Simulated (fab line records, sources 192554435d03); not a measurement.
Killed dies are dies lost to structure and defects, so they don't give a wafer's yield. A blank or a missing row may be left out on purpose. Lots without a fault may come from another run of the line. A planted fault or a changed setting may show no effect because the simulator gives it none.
Split-lot experiment | flow n5_finfet | 7 lots, 21 wafers read, on a route of 1938 steps

THE SPLIT
At N5_HKMG_FIN_ETCH_55 (etches SOC in N2/H2, target depth 240 nm, time 300 s), the setting time_s was moved away from the recipe's 300 s on 5 of the 21 wafers read, by -21.8% to +20.5%. The other wafers ran this setting at the recipe's value.

The reading is taken at the split's own step.

THE READING
SiARC_of_HKMG_FIN_COAT_42.thk_nm (the simulator's own value, which no gauge read), in nm, at N5_HKMG_FIN_ETCH_55 (etches SOC in N2/H2, target depth 240 nm, time 300 s). The file gives no usual value for it. The 16 wafers here that ran the recipe average 21.3 nm, standard deviation 0.31 nm.

wafer  | tool, chamber at the split | time_s as run, s | against the recipe | SiARC_of_HKMG_FIN_COAT_42.thk_nm, nm | against lot-mates on the recipe
L078.2 | rie_diel-02, 3             | 300              | recipe             | 21.4                                 | -
L078.3 | rie_diel-02, 1             | 300              | recipe             | 21                                   | -
L078.5 | rie_diel-02, 1             | 300              | recipe             | 21                                   | -
L081.1 | rie_diel-02, 3             | 300              | recipe             | 21.4                                 | -
L081.2 | rie_diel-02, 2             | 300              | recipe             | 20.6                                 | -
L081.4 | rie_diel-02, 0             | 300              | recipe             | 20.8                                 | -
L084.1 | rie_diel-05, 2             | 300              | recipe             | 21.4                                 | -
L084.3 | rie_diel-05, 1             | 300              | recipe             | 21.8                                 | -
L084.6 | rie_diel-05, 3             | 300              | recipe             | 21.6                                 | -
L087.1 | rie_diel-05, 1             | 300              | recipe             | 21.6                                 | -
L087.3 | rie_diel-05, 2             | 300              | recipe             | 21.4                                 | -
L087.4 | rie_diel-05, 3             | 300              | recipe             | 21.4                                 | -
L089.1 | rie_diel-04, 2             | 300              | recipe             | 21.4                                 | -
L089.2 | rie_diel-04, 3             | 234.5            | -21.8%             | 24.4                                 | +3.2
L089.3 | rie_diel-04, 1             | 300              | recipe             | 21                                   | -
L090.1 | rie_diel-04, 1             | 345.9            | +15.3%             | 18.8                                 | -2.4
L090.3 | rie_diel-04, 2             | 345.9            | +15.3%             | 19.4                                 | -1.8
L090.5 | rie_diel-04, 1             | 300              | recipe             | 21.2                                 | -
L094.3 | rie_diel-04, 0             | 361.4            | +20.5%             | 17.8                                 | -3.6
L094.5 | rie_diel-04, 0             | 361.4            | +20.5%             | 17.6                                 | -3.8
L094.6 | rie_diel-04, 3             | 300              | recipe             | 21.4                                 | -

THE FIT
A straight line over all 21 wafers: SiARC_of_HKMG_FIN_COAT_42.thk_nm changes by -0.157 nm for each +1% of time_s; r = -0.97; the points scatter about the line by 0.34 nm.
The same after taking each lot's own level away (the mean of its wafers on the recipe; 21 wafers): -0.16 nm for each +1%; r = -0.98; scatter 0.28 nm.
On that fit, the largest move of time_s shifts the reading by 3.5 nm.
The lots' own levels span 20.93 to 21.60 nm, that is 2.2 times the standard deviation above.
So the lot-to-lot level changes the slope little: the two slopes agree.
Check: with one of the wafers moved furthest among these (-21.8%) left out of the fit, the line predicts +3.64 nm for it against its lot-mates. It came out at +3.2 nm against them.

OTHER SPLITS ON THESE WAFERS
These wafers also went through other splits before the reading. Each is held against what the fit with the lots' levels taken away leaves over:
other split on the same wafers | wafers away from the commonest value | r with SiARC_of_HKMG_FIN_COAT_42.thk_nm (lot level and that fit taken away)
N5_SD_EPI_N_EXPOSE_06 dose_mj  | 8                                    | +0.08
N5_SD_EPI_N_DESCUM_14 time_s   | 6                                    | +0.03
N5_SDB_COAT_03 spin_rpm        | 5                                    | +0.04

THE WHOLE CHAIN: every reading that the file lists as answering this split, in the file's order
step                | what it does                                         | reading                                                                           | change (the file's fit)               | r (the file's)
N5_HKMG_FIN_ETCH_55 | etches SOC in N2/H2, target depth 240 nm, time 300 s | etch.depth_nm (the simulator's own value, which no gauge read)                    | +2.63 nm for each +1% of the setting  | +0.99
N5_HKMG_FIN_ETCH_55 | etches SOC in N2/H2, target depth 240 nm, time 300 s | HKMG_FIN.feature_depth_nm (the simulator's own value, which no gauge read)        | +2.63 nm for each +1% of the setting  | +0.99
N5_HKMG_FIN_ETCH_55 | etches SOC in N2/H2, target depth 240 nm, time 300 s | SiARC_of_HKMG_FIN_COAT_42.thk_nm (the simulator's own value, which no gauge read) | -0.157 nm for each +1% of the setting | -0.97

THE FILE'S OWN FIT
SiARC_of_HKMG_FIN_COAT_42.thk_nm changes by -0.157 nm for each +1% of time_s, r = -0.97.
